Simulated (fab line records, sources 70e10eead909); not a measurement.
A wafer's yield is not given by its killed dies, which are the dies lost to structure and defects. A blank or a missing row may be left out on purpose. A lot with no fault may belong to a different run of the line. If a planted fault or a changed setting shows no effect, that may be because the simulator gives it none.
A lot that was struck, set against a sound lot || flow nandHarc || 44 out of 1302 route steps
Sound: these wafers, L808.1, L808.2, L808.5. Struck: wafers L811.1, L811.3, L811.6. The cause comes at the end.
At each step with rows: each side's tool, then ch and its chambers, then its first start. Under that, the readings that differ: sound wafers || struck wafers || difference of the means || sigmas: that difference in standard deviations of wafers without a fault.
alike: a reading whose means differ by less than 2 such deviations, as well as words and numbers matching on both sides. not compared: withheld readings; readings where some wafer has no value; bounds like >300 that might hide an equal value; numbers whose values overlap and for which the record gives no deviation.
The two part at a step that has a row with sigmas, a row that says differs or no value, or rows on one side only. Numbers that don't overlap but have no deviation are shown without sigmas and don't part them. Lack of a reading on every wafer of one side parts them only where that side has two or more wafers.

first, 4 steps without rows for these wafers: NHARC_P_GATE_EBR_07; NHARC_P_GATE_EXPOSE_08 (exposes mask P HV); NHARC_P_GATE_PEB_09 (peb time 85 s); NHARC_P_GATE_DEVELOP_10 (time 70 s).
NHARC_P_GATE_CD_MEAS_11: target cd 1640 nm.
  sound on cdSem-03 ch 0, day 9 06:08; struck on cdSem-03 ch 0, day 10 12:19
  alike: cdNm
then, 7 steps without rows for these wafers: NHARC_P_GATE_HARDBAKE_12 (time 80 s); NHARC_P_GATE_DESCUM_13 (chemistry O2, time 3 s); NHARC_P_GATE_ETCH_14 (etches SiO2 in dHF, target depth 48.8 nm); NHARC_P_GATE_STRIP_15 (strips in SPM, time 780 s); NHARC_P_GATE_PRECLEAN_71 (cleans in SC1); NHARC_P_GATE_SRD_72; NHARC_P_GATE_OXIDE_16 (material SiO2, target thk 3 nm, ox time 392 s).
NHARC_P_GATE_CVD_17: deposits poly-Si, target thk 150 nm, time 900 s.
  sound on lpcvdPoly-01 ch 0, day 9 16:03; struck on lpcvdPoly-01 ch 0, day 10 22:31
  alike: zonePowerCentrePct
then, 10 steps without rows for these wafers: NHARC_P_GATE_HM_DEP_102 (deposits aC, target thk 120 nm); NHARC_P_GATE_DEP_103 (deposits SiON, target thk 30 nm); NHARC_P_GATE_DEHYDRATE_18 (time 120 s); NHARC_P_GATE_HMDS_19 (time 30 s); NHARC_P_GATE_COAT_20 (resist thk 90 nm); NHARC_P_GATE_SOFTBAKE_21 (time 55 s); NHARC_P_GATE_EBR_22; NHARC_P_GATE_EXPOSE_23 (exposes mask P GATE, target cd 120 nm); NHARC_P_GATE_PEB_24 (peb time 65 s); NHARC_P_GATE_DEVELOP_25 (develop time 35 s).
NHARC_P_GATE_CD_MEAS_26: target cd 120 nm.
  sound on cdSem-03 ch 0, day 9 22:16; struck on cdSem-01 ch 0, day 11 02:39
  alike: cdNm
NHARC_P_GATE_OVL_MEAS_27:
  sound on overlay-02, day 9 22:21; struck on overlay-02, day 11 02:44
{"reading": "overlayYNm (nm)", "sound": "-0.4 -0.7 -0.7", "struck": "0.8 1.4 0.8", "difference": "+1.6", "sigmas": "+2"}
  alike: overlayXNm
NHARC_P_GATE_INSPECT_28:
  sound on defectInspect-02, day 9 22:23; struck on defectInspect-01, day 11 02:47
{"reading": "rawDefectCount", "sound": "4 4 10", "struck": "265 292 308", "difference": "+282", "sigmas": "+91"}
NHARC_P_GATE_DESCUM_31: chemistry O2, time 3 s.
  sound on rieDiel-02 ch 0,1,2, day 9 22:27; struck on rieDiel-13 ch 2,3, day 11 02:50
  alike: drypumpMotorCurrentA, oesProductAu, rfVppV, showerheadPlenumPTorr, throttleValvePct
  not compared: rfHoursCounterH
then, 3 steps without rows for these wafers: NHARC_P_GATE_ETCH_104 (etches the open film in CF4/CHF3, target depth 60 nm); NHARC_P_GATE_HM_OPEN_105 (chemistry O2/COS, target depth 360 nm); NHARC_P_GATE_STRIP_106 (strips in O2/COS).
NHARC_P_GATE_ETCH_114: etches the open film in CF4/O2, target depth 30 nm, overetch 3 nm, time 16.5 s.
  sound on rieDiel-02 ch 2,3; struck on rieDiel-13 ch 1,3
  alike: drypumpMotorCurrentA, oes_ar_750_au, oesProductAu, rfVppV, showerheadPlenumPTorr, throttleValvePct
  not compared: rfHoursCounterH
then, 1 step without rows for these wafers: NHARC_P_GATE_ETCH_32 (etches the open film in HBr/Cl2, target depth 150 nm, time 100.1 s).
NHARC_P_GATE_STRIP_108: strips in O2.
  sound on rieDiel-02 ch 0,1,2, day 9 23:06; struck on rieDiel-13 ch 2,3, day 11 03:28
  alike: drypumpMotorCurrentA, oesProductAu, rfVppV, showerheadPlenumPTorr, throttleValvePct
  not compared: rfHoursCounterH
NHARC_P_GATE_CD_MEAS_33:
  sound on cdSem-01, day 9 23:15; struck on cdSem-01, day 11 03:38
{"reading": "cdNm (nm)", "sound": "116.5 120.4 117.3", "struck": "120.9 121.9 122.1", "difference": "+3.6", "sigmas": "+2"}
then, 3 steps without rows for these wafers: NHARC_P_GATE_STRIP_35 (strips in SPM, time 600 s); NHARC_P_GATE_PRECLEAN_73 (cleans in SC1); NHARC_P_GATE_SRD_74.
NHARC_P_GATE_ALD_36: deposits SiNx, target thk 20 nm, pulse time 60 s, ald cycles 223.
  sound on aldSin-03 ch 2,3, day 9 23:43; struck on aldSin-03 ch 0,1, day 11 04:06
  alike: heaterPowerW, precursorPulseHeightRel, susceptorTempC
  not compared: sinceWetCleanH
then, 1 step without rows for these wafers: NHARC_P_GATE_ETCHBACK_37 (etches the open film in CHF3/O2, target depth 34.5 nm, time 17.2 s).
NHARC_P_GATE_STRIP_101: strips in O2, time 20 s.
  sound on rieDiel-03 ch 0,1,2, day 10 09:17; struck on rieDiel-02 ch 0,1,2, day 11 13:44
  alike: drypumpMotorCurrentA, oesProductAu, rfVppV, showerheadPlenumPTorr, throttleValvePct
  not compared: rfHoursCounterH
then, 2 steps without rows for these wafers: NHARC_P_GATE_PRECLEAN_97 (cleans in SPM, time 600 s); NHARC_P_GATE_SRD_98.
NHARC_P_GATE_INSPECT_68:
  sound on defectInspect-01, day 10 16:46; struck on defectInspect-02, day 12 01:02
{"reading": "rawDefectCount", "sound": "199 256 163", "struck": "404 438 549", "difference": "+258", "sigmas": "+4"}
-- the record jumps here: 18 days lie between the struck wafers' starts before and after (it left off in module P_GATE and takes up again in module END, whose first step shown is number 1302 of the route) --
NHARC_END_SORT_01:
  sound on prober-02 ch 0, day 29 19:37; struck on prober-02 ch 0, day 30 08:37
{"reading": "killedAtPeriphery", "sound": "5 3 5", "struck": "40 41 48", "difference": "+39", "sigmas": "+15"}
  alike: killedAtArray, killedAtOther, killedDies, killedOpen, killedShort

== WHERE THEY PART ==
At NHARC_P_GATE_OVL_MEAS_27 first; at NHARC_END_SORT_01 last (within this record only).

WHY: what the simulator had put in
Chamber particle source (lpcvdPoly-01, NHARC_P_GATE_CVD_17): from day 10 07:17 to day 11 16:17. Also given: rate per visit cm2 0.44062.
